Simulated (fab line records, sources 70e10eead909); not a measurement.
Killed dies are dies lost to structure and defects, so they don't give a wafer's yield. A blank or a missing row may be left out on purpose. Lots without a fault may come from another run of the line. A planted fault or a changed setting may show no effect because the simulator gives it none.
A struck lot beside a sound one | flow nand_harc | 15 steps out of a route of 1302
Sound: wafers L896.1, L896.3, L896.6. Struck: wafer L900.3. (L900.1, L900.4 of the same lot were not struck and are left out.) The cause comes at the end.
At each step with rows: each side's tool, then ch and its chambers, then its first start. Under that, the readings that differ: sound wafers | struck wafers | difference of the means | sigmas: that difference in standard deviations of wafers without a fault.
alike: readings whose means differ by less than 2 such deviations, and words and numbers that are the same on both sides. not compared: withheld readings, readings that some wafer has no value for, bounds like >300 that may hide the same value, and numbers for which the record gives no deviation and whose values overlap.
The two part at a step that has a row with sigmas, a row that says differs or no value, or rows on one side only. Numbers that don't overlap but have no deviation are shown without sigmas and don't part them. A reading that every wafer of one side lacks parts them only if that side has two wafers or more.

first, 8 steps without rows for these wafers: NHARC_A_CHANNEL_HOLE_D1_COAT_36 (time 75 s); NHARC_A_CHANNEL_HOLE_D1_COAT_37 (time 65 s); NHARC_A_CHANNEL_HOLE_D1_COAT_04 (resist thk 90 nm); NHARC_A_CHANNEL_HOLE_D1_SOFTBAKE_05 (time 55 s); NHARC_A_CHANNEL_HOLE_D1_EBR_06; NHARC_A_CHANNEL_HOLE_D1_EXPOSE_07 (exposes mask HOLE D1, target cd 100 nm); NHARC_A_CHANNEL_HOLE_D1_PEB_08 (peb time 65 s); NHARC_A_CHANNEL_HOLE_D1_DEVELOP_09 (develop time 35 s).
NHARC_A_CHANNEL_HOLE_D1_CD_MEAS_10: target cd 100 nm.
  sound on cd_sem-03 ch 0, day 12 06:26; struck on cd_sem-02 ch 0, day 13 09:36
  alike: cd_nm
NHARC_A_CHANNEL_HOLE_D1_OVL_MEAS_11:
  sound on overlay-02, day 12 06:32; struck on overlay-02, day 13 09:41
  alike: overlay_x_nm, overlay_y_nm
NHARC_A_CHANNEL_HOLE_D1_INSPECT_12:
  sound on defect_inspect-01, day 12 06:34; struck on defect_inspect-02, day 13 09:44
  alike: raw_defect_count
NHARC_A_CHANNEL_HOLE_D1_DESCUM_15: chemistry O2, time 3 s.
  sound on rie_diel-11 ch 1,2, day 12 06:38; struck on rie_diel-11 ch 2, day 13 09:47
  alike: drypump_motor_current_A, mfc_ar_sccm, oes_product_au, rf_vpp_V, showerhead_plenum_p_Torr, throttle_valve_pct
  not compared: rf_hours_counter_h
NHARC_A_CHANNEL_HOLE_D1_ETCH_38: etches the open film in CF4, target depth 39 nm, time 65 s.
  sound on rie_diel-11 ch 1,3, day 12 06:43; struck on rie_diel-11 ch 0, day 13 09:52
  reading                         | sound             | struck | difference | sigmas
  oes_product_au (a.u.)           | 1.008 0.995 0.994 | 0.865  | -0.134     | -12
  rf_vpp_V (V)                    | 153.6 153.0 152.9 | 149.1  | -4.1       | -3
  showerhead_plenum_p_Torr (Torr) | 1.85 1.89 1.89    | 1.65   | -0.23      | -3
  alike: cf4_flow_sccm, drypump_motor_current_A, mfc_ar_sccm, throttle_valve_pct
  not compared: rf_hours_counter_h
NHARC_A_CHANNEL_HOLE_D1_ETCH_39: etches the open film in N2/H2, target depth 260 nm, time 325 s.
  sound on rie_diel-11 ch 0,3; struck on rie_diel-11 ch 2
  alike: drypump_motor_current_A, mfc_ar_sccm, oes_product_au, rf_vpp_V, showerhead_plenum_p_Torr, throttle_valve_pct
  not compared: rf_hours_counter_h
-- the record jumps here: 16 days lie between the struck wafers' starts before and after (it left off in module A_CHANNEL_HOLE_D1 and takes up again in module END, whose first step shown is number 1302 of the route) --
NHARC_END_SORT_01:
  sound on prober-01 ch 0, day 28 04:53; struck on prober-01 ch 0, day 29 04:11
  reading     | sound | struck | difference | sigmas
  killed_open | 3 3 1 | 6      | +4         | +2
  alike: killed_at_array, killed_at_other, killed_at_periphery, killed_dies, killed_short

WHERE THEY PART
First at NHARC_A_CHANNEL_HOLE_D1_ETCH_38; last, within this record, at NHARC_END_SORT_01.

WHY: what the simulator had put in
Process parameter drift: rie_diel-11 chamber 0, from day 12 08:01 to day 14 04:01, at NHARC_A_CHANNEL_HOLE_D1_ETCH_38. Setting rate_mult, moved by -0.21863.
